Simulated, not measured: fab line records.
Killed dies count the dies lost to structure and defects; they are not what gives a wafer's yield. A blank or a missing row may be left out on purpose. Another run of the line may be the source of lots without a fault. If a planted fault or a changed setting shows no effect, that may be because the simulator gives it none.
A struck lot beside a sound one -- flow n5_finfet -- 18 steps out of a route of 1938
Sound: the wafers L176.1, L176.4, L176.6. Wafers struck: L184.1, L184.3, L184.5. Last of all comes the cause.
At each step with rows: each side's tool, then ch and its chambers, then its first start. Under that, the readings that differ: sound wafers -- struck wafers -- difference of the means -- sigmas: that difference in standard deviations of wafers without a fault.
alike: words and numbers the same on both sides, and readings whose means are apart by under 2 such deviations; not compared: readings that were withheld, readings missing a value for some wafer, numbers with overlapping values and no deviation given by the record, and bounds like >300 which may hide the same value.
Wherever a step has rows on one side only, a row that says differs or no value, or a row with sigmas, the two part there. Numbers that don't overlap but have no deviation are shown without sigmas and don't part them. A reading that every wafer of one side lacks parts them only if that side has two wafers or more.

N5_MOL_CONTACT_COAG_VIA_ETCH_117: etches SiO2 in C4F6/O2, target depth 40 nm, overetch 8 nm, time 26 s.
  sound on rie_diel-06 ch 0,2,3, day 6 22:04; struck on rie_diel-05 ch 0,3, day 9 01:16
  alike: C4F6_flow_sccm, drypump_motor_current_A, oes_product_au, rf_fwd_power_W, rf_vpp_V, showerhead_plenum_p_Torr, throttle_valve_pct
  not compared: rf_hours_counter_h
then, 2 steps without rows for these wafers: N5_MOL_CONTACT_COAG_ETCH_124 (etches SiNx in CH3F/O2, stops on SiOC, target depth 6.5 nm); N5_MOL_CONTACT_COAG_ETCH_48 (etches SiOC in C4F6/O2, target depth 15 nm, overetch 4.5 nm, time 17 s).
N5_MOL_CONTACT_COAG_STRIP_72: strips in N2/H2.
  sound on rie_diel-06 ch 0,2,3, day 6 22:11; struck on rie_diel-05 ch 0,3, day 9 01:23
reading,sound,struck,difference,sigmas
throttle_valve_pct (%),23.3 23.2 23.4,24.1 23.9 24.1,+0.7,+2
  alike: bias_power_w, drypump_motor_current_A, oes_product_au, rf_vpp_V, showerhead_plenum_p_Torr, temp_c
  not compared: rf_hours_counter_h
N5_MOL_CONTACT_COAG_STRIP_49: strips in N2/H2, time 30 s.
  sound on plasma_asher-02 ch 0,1, day 6 22:16; struck on plasma_asher-01 ch 0,1, day 9 01:28
  alike: drypump_motor_current_A, heater_power_w, temp_c
  not compared: rf_hours_counter_h
then, 2 steps without rows for these wafers: N5_MOL_CONTACT_COAG_PRECLEAN_138 (cleans in alkaline clean, time 60 s); N5_MOL_CONTACT_COAG_SRD_139 (time 30 s).
N5_MOL_CONTACT_COAG_CD_MEAS_101 targets a cd of 16 nm.
  sound: cd_sem-03 at day 6 22:25; struck: cd_sem-02 at day 9 01:39
  alike: cd_nm
after that, 1 step had no rows for these wafers: N5_MOL_CONTACT_COAG_PRE_CLEAN_121.
N5_MOL_CONTACT_COAG_CVD_140: deposits W, target thk 66.5 nm, time 215 s.
  sound on cvd_w-02 ch 0,1, day 6 22:33; struck on cvd_w-01 ch 0,1, day 9 01:47
reading,sound,struck,difference,sigmas
heater_power_w (W),407 402 418,489 557 568,+129,+2
then, 2 steps without rows for these wafers: N5_MOL_CONTACT_COAG_PRECLEAN_127 (cleans in DIW, time 57.5 s); N5_MOL_CONTACT_COAG_SRD_128 (dry time 32 s).
N5_MOL_CONTACT_COAG_CMP_52: polishes, stops on SiO2, t overpolish 1.5 s, target thk 66.5 nm.
  sound on cmp-03 ch 0,3, day 6 22:52; struck on cmp-02 ch 0,2,3, day 9 02:11
  alike: motor_current_A, overpolish_run_s, platen_rpm, retaining_ring_pressure_frac, time_to_endpoint_s
N5_MOL_CONTACT_COAG_THK_MEAS_53:
  sound: film_metro-01 at day 6 23:10; struck: film_metro-01 at day 9 02:24
  alike: VIA_MOL_THK
N5_MOL_CONTACT_COAG_ANNEAL_112: time 1800 s.
  sound on hp_anneal-01 ch 0, day 6 23:11; struck on hp_anneal-01 ch 0, day 9 02:25
  alike: wafer_temp_C_max
N5_MOL_CONTACT_COAG_INSPECT_97: inspects for defects (darkfield).
  sound: defect_inspect-02 at day 7 02:13; struck: defect_inspect-01 at day 9 05:27
reading,sound,struck,difference,sigmas
raw_defect_count,56 43 51,796 810 771,+742,+49
-- record jumps: 4 days separate the struck wafers' starts on either side; left off in module MOL_CONTACT_COAG, taken up again in module BEOL_M4, whose first shown step is the route's number 1111 --
N5_BEOL_M4_RC_MEAS_101:
  sound on prober-02 ch 0, day 9 07:37; struck on prober-02 ch 0, day 12 20:53
  alike: DIBL_N, DIBL_P, IOFF_N, IOFF_P, ION_N, ION_P, SS_N, SS_P, VT_N, VT_P
-- a jump in the record: the struck wafers' starts before and after are 5 days apart (it breaks off in module BEOL_M4 and resumes in module PASSIVATION, where the first step shown is number 1936 of the route) --
N5_PASSIVATION_PROBE_49:
  sound: prober-01 at day 14 09:22; struck: prober-02 at day 17 14:57
reading,sound,struck,difference,sigmas
defect_limited_yield (%),91.8 91.2 93.6,47.3 47.8 50.3,-43.7,-34
killed_at_contacts,15 10 2,541 540 502,+519,+88
killed_dies,97 104 76,622 616 587,+516,+32
killed_on_rim,9 10 8,82 67 79,+67,+17
sort_bin_5_function (%),4.6 5.5 4.2,33.5 31.9 30.1,+27.1,+32
sort_bin_6_memory (%),3.5 3.1 2.1,15.3 16.8 16.1,+13.2,+20
sort_n_pass,1083 1076 1104,558 564 593,-516,-32
sort_yield_pct (%),91.8 91.2 93.6,47.3 47.8 50.3,-43.7,-31
  alike: killed_at_M0_to_M3, killed_at_M4_up, killed_at_front_end, killed_at_other, killed_open, killed_short

## WHERE THEY PART
First at N5_MOL_CONTACT_COAG_STRIP_72; last, within this record, at N5_PASSIVATION_PROBE_49.

WHY: what the simulator had put in
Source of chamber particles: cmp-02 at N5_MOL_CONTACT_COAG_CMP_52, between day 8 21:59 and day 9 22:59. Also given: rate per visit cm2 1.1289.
